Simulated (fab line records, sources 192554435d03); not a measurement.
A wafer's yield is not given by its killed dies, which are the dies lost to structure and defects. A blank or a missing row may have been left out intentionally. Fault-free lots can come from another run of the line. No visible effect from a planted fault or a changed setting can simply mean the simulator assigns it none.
Struck lot and sound lot, side by side	flow n5-finfet	15 out of 1938 route steps
Sound: these wafers, L856.1, L856.5, L856.6. Struck: wafer L868.6; the same lot's L868.5 was not struck, so it is left out; see the end for the cause.
Each step with rows lists, per side, the tool, then ch with its chambers, then its first start. Under that, the readings that differ: sound wafers	struck wafers	difference of the means	sigmas: that difference in standard deviations of wafers without a fault.
alike: same words and numbers on both sides, and readings whose means sit less than 2 such deviations apart. not compared: any withheld reading, any reading some wafer has no value for, any bound like >300 that may hide the same value, and any number with overlapping values for which the record gives no deviation.
Wherever a step has rows on one side only, a row that says differs or no value, or a row with sigmas, the two part there. When numbers do not overlap yet have no deviation, they are printed without sigmas and do not part them. Lack of a reading on every wafer of one side parts them only where that side has two or more wafers.

N5_SDB_CD_MEAS_11 targets a cd of 50 nm.
  sound on cd-sem-03 ch 0, day 3 18:07; struck on cd-sem-01 ch 0, day 6 23:43
  alike: cd-nm
N5_SDB_OVL_MEAS_12:
  sound on overlay-02 ch 0, day 3 18:09; struck on overlay-02 ch 0, day 6 23:44
  alike: SDB_OVL
N5_SDB_INSPECT_13: inspects for defects (brightfield).
  sound on defect-inspect-01, day 3 18:10; struck on defect-inspect-02, day 6 23:46
  alike: raw-defect-count
then, 1 step without rows for these wafers: N5_SDB_DESCUM_16 (chemistry O2, time 7.9 s).
N5_SDB_ETCH_17: etches SiARC in CF4, target depth 23.4 nm, time 39 s.
  sound on rie-diel-01 ch 2,3, day 3 18:16; struck on rie-diel-04 ch 3, day 6 23:51
reading	sound	struck	difference	sigmas
chamber-pressure-mTorr (mTorr)	39.98 39.97 39.97	40.07	+0.10	+3
rf-vpp-V (V)	183.1 181.8 185.4	186.0	+2.6	+2
  alike: bias-w, drypump-motor-current-A, etch-rf-on-time-s, oes-product-au, showerhead-plenum-p-Torr, throttle-valve-pct
  not compared: rf-hours-counter-h
N5_SDB_ETCH_18: etches SOC in N2/H2, target depth 100 nm, overetch 20 nm, time 150 s.
  sound on rie-diel-01 ch 2,3, day 3 18:17; struck on rie-diel-04 ch 3, day 6 23:56
  alike: bias-w, chamber-pressure-mTorr, drypump-motor-current-A, oes-product-au, rf-vpp-V, showerhead-plenum-p-Torr, throttle-valve-pct
  not compared: rf-hours-counter-h
then, 1 step without rows for these wafers: N5_SDB_STRIP_19 (strips in N2/H2).
N5_SDB_STRIP_21: strips in CF4.
  sound on rie-diel-01 ch 2,3, day 3 18:26; struck on rie-diel-04 ch 3, day 7 00:01
  alike: chamber-pressure-mTorr, drypump-motor-current-A, oes-product-au, rf-vpp-V, showerhead-plenum-p-Torr, throttle-valve-pct
  not compared: rf-hours-counter-h
N5_SDB_HM_OPEN_20: chemistry CH3F/O2, target SiNx, stops on poly-Si, target depth 24 nm.
  sound on rie-diel-01 ch 2,3, day 3 18:27; struck on rie-diel-04 ch 3, day 7 00:04
  alike: bias-w, chamber-pressure-mTorr, drypump-motor-current-A, oes-product-au, rf-vpp-V, showerhead-plenum-p-Torr, throttle-valve-pct
  not compared: rf-hours-counter-h
then, 3 steps without rows for these wafers: N5_SDB_STRIP_22 (strips in N2/H2); N5_SDB_PRECLEAN_23 (cleans in dHF, time 30 s); N5_SDB_DUMMY_REMOVE_24 (chemistry TMAH, target poly-Si, stops on SiO2, target depth 142 nm, time 57 s, rinse time 30 s).
N5_SDB_ETCH_25: etches SiO2 in C4F6/O2, target depth 10 nm, time 3.3 s.
  sound on rie-diel-01 ch 2,3, day 3 18:46; struck on rie-diel-01 ch 2, day 7 00:22
reading	sound	struck	difference	sigmas
chamber-pressure-mTorr (mTorr)	30.01 30.05 30.04	29.97	-0.06	-2
drypump-motor-current-A (A)	6.1 4.8 6.2	4.7	-1.0	-2
oes-product-au (a.u.)	0.94 0.76 0.93	0.73	-0.15	-2
showerhead-plenum-p-Torr (Torr)	3.05 2.75 3.05	2.73	-0.22	-3
model.etch.depth-nm (nm)	10.1 10.21 10.06	8.707	-1.416	
  alike: bias-w, rf-vpp-V, throttle-valve-pct
  not compared: rf-hours-counter-h
N5_SDB_CUT_ETCH_26: etches Si in HBr/Cl2/O2, target depth 129.6 nm, bt time 20 s, time 51.8 s.
  sound on rie-si-01 ch 0,1,3, day 3 18:52; struck on rie-si-02 ch 1, day 7 00:28
  alike: HBr_flow_sccm, chamber-pressure-mTorr, drypump-motor-current-A, oes-product-au, throttle-valve-pct
  not compared: bias-w, rf-hours-counter-h
-- the record jumps here: 4 days lie between the struck wafers' starts before and after (it left off in module SDB and takes up again in module BEOL_M4, whose first step shown is number 1111 of the route) --
N5_BEOL_M4_RC_MEAS_101:
  sound on prober-01 ch 0, day 7 14:39; struck on prober-02 ch 0, day 11 04:44
  alike: DIBL_N, DIBL_P, IOFF_N, IOFF_P, ION_N, ION_P, SS_N, SS_P, VT_N, VT_P

== WHERE THEY PART ==
Last at N5_SDB_ETCH_25 as far as this record goes, first at N5_SDB_ETCH_17. Later steps at which nothing parts them and some readings are alike: N5_SDB_CUT_ETCH_26, N5_BEOL_M4_RC_MEAS_101.

WHY: what had been put in by the simulator
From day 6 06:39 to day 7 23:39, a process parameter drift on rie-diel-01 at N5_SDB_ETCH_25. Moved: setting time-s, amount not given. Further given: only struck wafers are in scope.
